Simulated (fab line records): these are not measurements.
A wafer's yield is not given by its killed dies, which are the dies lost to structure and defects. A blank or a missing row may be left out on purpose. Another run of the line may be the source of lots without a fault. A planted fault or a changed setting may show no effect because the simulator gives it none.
Chamber matching | flow nand_harc | rie_diel-03 running NHARC_A_SLIT_ETCH_15: 4 sister chambers
The step etches the open film in O2/COS, target depth 6200 nm, time 1612 s. 4 wafers are shown with their chamber, then 7 later ones without.

## WAFERS PAIRED WITH THEIR CHAMBERS
wafer  | chamber | drypump_motor_current_A (A)
L345.1 | 3       | 5.7
L345.4 | 2       | 6.2
L347.1 | 1       | 5.8
L347.4 | 0       | 5.8

## WAFERS WITH NO CHAMBER GIVEN
wafer  | drypump_motor_current_A (A)
L347.6 | 5.8
L349.1 | 5.7
L349.4 | 5.9
L349.5 | 6.2
L362.2 | 6.2
L362.5 | 6.2
L362.6 | 5.7

## CHAMBER TAKEN BY EACH
wafer  | from the rows above     | in truth
L347.6 | can't be placed: 0 or 1 | 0
L349.1 | 3                       | 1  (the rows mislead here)
L349.4 | can't be placed: 0 or 1 | 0
L349.5 | 2                       | 2
L362.2 | 2                       | 2
L362.5 | 2                       | 2
L362.6 | 3                       | 3
Correctly placed: 4 of 7. Unplaceable from these rows: 2, with the true chamber sitting among the candidates in 2. 1 placed wrongly.
How it was worked out, from the rows above alone: a wafer's distance from a chamber is the root of the sum, over the readings, of the square of ((its reading less the chamber's mean) divided by the reading's scatter). The wafer belongs to the nearest chamber; if the next one is less than 2 further off, it can't be placed. For every chamber, the mean is computed from those of its wafers that are shown. The scatter: root of mean squared gap, hidden wafer to nearest shown wafer, with one shown wafer a chamber.
